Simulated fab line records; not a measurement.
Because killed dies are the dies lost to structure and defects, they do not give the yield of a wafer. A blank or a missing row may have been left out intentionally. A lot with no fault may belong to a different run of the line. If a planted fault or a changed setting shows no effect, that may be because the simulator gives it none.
The tool behind it: which one?	flow n5Finfet	24 lots with 72 wafers sampled at 4 steps, on a route of 1938 steps

## WHAT THE GAUGES SHOWED, per wafer
N5_BEOL_M4_OVL_MEAS_29. Usual: V3_OVL typically reads -0.3 nm, with standard deviation 0.6.
lot	measured	on	V3_OVL (nm)	flag
L074	day 7 10:46	overlay-01	-0.8 0.0 -0.5	
L075	day 7 14:41	overlay-01	-0.1 0.1 -0.4	
L076	day 7 20:15	overlay-01	-0.9 -0.4 0.3	
L077	day 8 02:56	overlay-01	-0.2 -0.7 -1.3	
L078	day 8 07:13	overlay-02	-0.5 0.3 -0.2	
L079	day 8 13:34	overlay-01	-0.5 -0.7 -0.7	
L080	day 9 01:15	overlay-01	-0.1 -0.3 0.0	
L081	day 9 08:38	overlay-01	-0.7 0.0 -1.2	
L082	day 10 01:13	overlay-02	-0.1 0.9 -0.9	
L083	day 10 06:16	overlay-01	-0.6 0.1 0.3	
L084	day 10 08:11	overlay-02	-0.6 0.2 0.8	
L085	day 10 19:50	overlay-02	-0.7 -1.0 -1.4	
L086	day 11 06:31	overlay-01	-0.8 0.0 -1.1	
L087	day 11 09:14	overlay-02	-0.4 -1.3 -0.6	
L088	day 11 14:07	overlay-02	-0.2 0.2 0.5	
L089	day 11 17:44	overlay-02	-0.7 -0.7 -0.2	
L090	day 11 18:06	overlay-01	0.5 -1.4 -1.5	
L092	day 12 04:31	overlay-01	-0.5 -0.6 -0.8	
L091	day 12 11:08	overlay-01	0.7 -0.4 -1.4	
L093	day 12 16:23	overlay-02	-0.1 -0.5 -0.7	
L094	day 12 18:11	overlay-02	-1.2 -1.0 -0.2	
L095	day 12 21:52	overlay-02	0.6 -0.1 0.0	
L096	day 14 00:12	overlay-01	-0.4 0.1 -0.6	
L097	day 14 03:12	overlay-02	0.4 0.2 0.4	

## WHICH TOOL RAN EACH LOT (tool, then ch and the chambers of the sampled wafers, then the start)
lot	N5_BEOL_M3_SPUTTER_88	N5_BEOL_M3_CO_CAP_55	N5_BEOL_M4_HM_DEP_02
L074	pvdSputter-02, day 7 06:55	cvdCo-02 ch 1,2, day 7 08:49	pvdSputter-01, day 7 09:13
L075	pvdSputter-01, day 7 10:33	cvdCo-02 ch 1,2, day 7 12:18	pvdSputter-02, day 7 13:16
L076	pvdSputter-02, day 7 15:47	cvdCo-02 ch 0,1,2, day 7 17:32	pvdSputter-02, day 7 18:43
L077	pvdSputter-03, day 7 22:35	cvdCo-01 ch 0, day 8 00:26	pvdSputter-03, day 8 01:23
L078	pvdSputter-02, day 8 02:55	cvdCo-01 ch 0, day 8 04:46	pvdSputter-03, day 8 05:55
L079	pvdSputter-03, day 8 08:51	cvdCo-02 ch 0,2, day 8 10:43	pvdSputter-01, day 8 11:52
L080	pvdSputter-03, day 8 21:34	cvdCo-02 ch 0,1,2, day 8 23:19	pvdSputter-02, day 8 23:46
L081	pvdSputter-02, day 9 01:08	cvdCo-01 ch 0,2, day 9 02:55	pvdSputter-03, day 9 07:05
L082	pvdSputter-03, day 9 21:01	cvdCo-02 ch 1,2, day 9 22:47	pvdSputter-01, day 9 23:55
L083	pvdSputter-02, day 10 00:50	cvdCo-02 ch 1,2, day 10 02:42	pvdSputter-03, day 10 04:32
L084	pvdSputter-03, day 10 02:03	cvdCo-02 ch 0,2, day 10 04:54	pvdSputter-02, day 10 06:28
L085	pvdSputter-03, day 10 16:13	cvdCo-02 ch 0,1, day 10 18:00	pvdSputter-03, day 10 18:24
L086	pvdSputter-01, day 11 02:09	cvdCo-01 ch 0,1,2, day 11 03:58	pvdSputter-03, day 11 05:05
L087	pvdSputter-02, day 11 03:32	cvdCo-02 ch 0,1,2, day 11 05:17	pvdSputter-01, day 11 07:51
L088	pvdSputter-01, day 11 09:10	cvdCo-02 ch 0,2, day 11 11:29	pvdSputter-03, day 11 12:34
L089	pvdSputter-02, day 11 12:28	cvdCo-02 ch 0,1, day 11 14:12	pvdSputter-01, day 11 15:51
L090	pvdSputter-01, day 11 14:27	cvdCo-01 ch 0,1, day 11 16:13	pvdSputter-02, day 11 16:38
L092	pvdSputter-01, day 11 23:31	cvdCo-02 ch 0,2, day 12 01:16	pvdSputter-02, day 12 02:51
L091	pvdSputter-01, day 12 04:53	cvdCo-02 ch 0,1,2, day 12 06:38	pvdSputter-02, day 12 09:34
L093	pvdSputter-03, day 12 11:30	cvdCo-01 ch 0,1, day 12 13:16	pvdSputter-03, day 12 14:58
L094	pvdSputter-03, day 12 13:20	cvdCo-02 ch 0,2, day 12 15:05	pvdSputter-02, day 12 16:31
L095	pvdSputter-02, day 12 17:49	cvdCo-01 ch 0,1,2, day 12 19:34	pvdSputter-01, day 12 20:23
L096	pvdSputter-03, day 13 20:04	cvdCo-02 ch 0,1,2, day 13 21:49	pvdSputter-01, day 13 22:44
L097	pvdSputter-03, day 13 23:02	cvdCo-02 ch 1,2, day 14 00:47	pvdSputter-02, day 14 01:27
- N5_BEOL_M3_SPUTTER_88: material Cu, target thk 4.5 nm, time 8.29 s.
- N5_BEOL_M3_CO_CAP_55: material Co, precursor CCTBA/H2, target thk 2 nm, time 102.1 s.
- N5_BEOL_M4_HM_DEP_02: deposits TiN, target thk 20 nm.

## WHAT THE TOOLS THEMSELVES READ (means of the sampled wafers that have a number; where no wafer has one, the mark that the record gives instead)
N5_BEOL_M3_SPUTTER_88. Usual: chuckSensorTempC -15.5 C, standard deviation 0.45; substrateTempC -19.99 C, standard deviation 0.11; susceptorTempC -20.00 C, standard deviation 0.11; throttleValvePct 29.6 %, standard deviation 0.99.
lot	tool	chuckSensorTempC (C)	substrateTempC (C)	susceptorTempC (C)	throttleValvePct (%)	flag
L074	pvdSputter-02	-15.3	-19.96	-20.10	29.2	
L075	pvdSputter-01	-15.5	-20.01	-19.97	29.9	
L076	pvdSputter-02	-15.3	-19.96	-19.96	29.5	
L077	pvdSputter-03	-15.9	-19.98	-19.87	30.3	
L078	pvdSputter-02	-15.5	-20.00	-19.96	28.6	
L079	pvdSputter-03	-15.6	-20.02	-20.00	29.7	
L080	pvdSputter-03	-15.9	-19.91	-20.09	30.2	
L081	pvdSputter-02	-15.6	-19.95	-20.02	29.9	
L082	pvdSputter-03	-15.9	-19.97	-19.92	30.3	
L083	pvdSputter-02	-15.2	-20.04	-20.03	29.5	
L084	pvdSputter-03	-15.6	-20.18	-20.02	30.4	
L085	pvdSputter-03	-15.6	-19.94	-20.06	29.6	
L086	pvdSputter-01	-15.8	-20.07	-19.96	30.0	
L087	pvdSputter-02	-15.4	-19.98	-20.04	29.1	
L088	pvdSputter-01	-15.6	-19.98	-19.86	29.6	
L089	pvdSputter-02	-15.3	-19.88	-19.98	29.4	
L090	pvdSputter-01	-15.4	-20.00	-20.07	29.6	
L092	pvdSputter-01	-16.0	-19.92	-20.11	29.7	
L091	pvdSputter-01	-15.5	-19.97	-19.97	29.4	
L093	pvdSputter-03	-15.5	-19.93	-20.10	29.5	
L094	pvdSputter-03	-15.9	-20.07	-19.98	30.3	
L095	pvdSputter-02	-15.5	-19.97	-20.00	29.1	
L096	pvdSputter-03	-15.6	-19.95	-19.94	30.5	
L097	pvdSputter-03	-15.6	-20.00	-20.09	29.5	

N5_BEOL_M3_CO_CAP_55. Usual: heaterPowerOuterW 123 W, standard deviation 7.7; heaterPowerW 231 W, standard deviation 8.1; susceptorTempC 200.01 C, standard deviation 0.18.
lot	tool	heaterPowerOuterW (W)	heaterPowerW (W)	susceptorTempC (C)	flag
L074	cvdCo-02	126	236	200.15	
L075	cvdCo-02	124	237	200.08	
L076	cvdCo-02	125	229	200.15	
L077	cvdCo-01	114	222	199.87	
L078	cvdCo-01	116	223	200.16	
L079	cvdCo-02	123	221	199.87	
L080	cvdCo-02	125	230	199.92	
L081	cvdCo-01	122	228	199.94	
L082	cvdCo-02	131	239	200.11	
L083	cvdCo-02	129	237	199.98	
L084	cvdCo-02	122	228	200.09	
L085	cvdCo-02	122	234	200.06	
L086	cvdCo-01	124	233	199.70	
L087	cvdCo-02	127	229	200.00	
L088	cvdCo-02	122	227	199.93	
L089	cvdCo-02	121	230	200.04	
L090	cvdCo-01	119	228	200.02	
L092	cvdCo-02	123	229	199.68	
L091	cvdCo-02	125	236	200.27	
L093	cvdCo-01	119	235	199.94	
L094	cvdCo-02	123	227	200.20	
L095	cvdCo-01	122	234	200.03	
L096	cvdCo-02	123	232	200.06	
L097	cvdCo-02	128	239	200.05	

N5_BEOL_M4_HM_DEP_02. Usual: substrateTempC 24.99 C, standard deviation 0.11; susceptorTempC 25.00 C, standard deviation 0.1; throttleValvePct 29.6 %, standard deviation 1.
lot	tool	substrateTempC (C)	susceptorTempC (C)	throttleValvePct (%)	flag
L074	pvdSputter-01	25.01	25.09	29.8	
L075	pvdSputter-02	24.90	25.12	29.5	
L076	pvdSputter-02	24.99	25.14	29.2	
L077	pvdSputter-03	24.91	25.00	29.5	
L078	pvdSputter-03	24.86	24.94	30.4	
L079	pvdSputter-01	25.06	25.03	30.1	
L080	pvdSputter-02	24.94	25.03	29.5	
L081	pvdSputter-03	25.03	24.93	29.4	
L082	pvdSputter-01	25.09	24.98	29.6	
L083	pvdSputter-03	24.93	25.04	30.4	
L084	pvdSputter-02	24.98	25.02	29.0	
L085	pvdSputter-03	25.11	24.99	31.2	
L086	pvdSputter-03	25.06	25.03	30.5	
L087	pvdSputter-01	24.96	24.95	30.0	
L088	pvdSputter-03	24.91	25.09	31.2	
L089	pvdSputter-01	25.00	25.00	29.3	
L090	pvdSputter-02	24.99	25.04	28.9	
L092	pvdSputter-02	25.04	24.94	28.9	
L091	pvdSputter-02	24.91	25.03	28.8	
L093	pvdSputter-03	24.90	24.93	30.3	
L094	pvdSputter-02	24.94	25.02	28.8	
L095	pvdSputter-01	25.00	24.86	30.2	
L096	pvdSputter-01	24.93	25.01	29.6	
L097	pvdSputter-02	24.99	25.05	29.0	

## THE ANSWER, worked out from the rows above alone
Rule: lot off if the mean of its wafers having a number is beyond 3 standard deviations from the usual mean. Also off: a lot with no number at a reading for which 4 or more lots have one. Any other lot the step has rows for is counted as sound. Order of review: gauges by route order, followed by the tools' own readings, for which a lot's mean as printed above is used. The first step at which some lot is off is used, and at that step the reading that is off furthest; a lot without a number counts as furthest.
Nothing can be told from this: no lot is off at any reading shown.

## WHAT THE SIMULATOR HAD PUT IN
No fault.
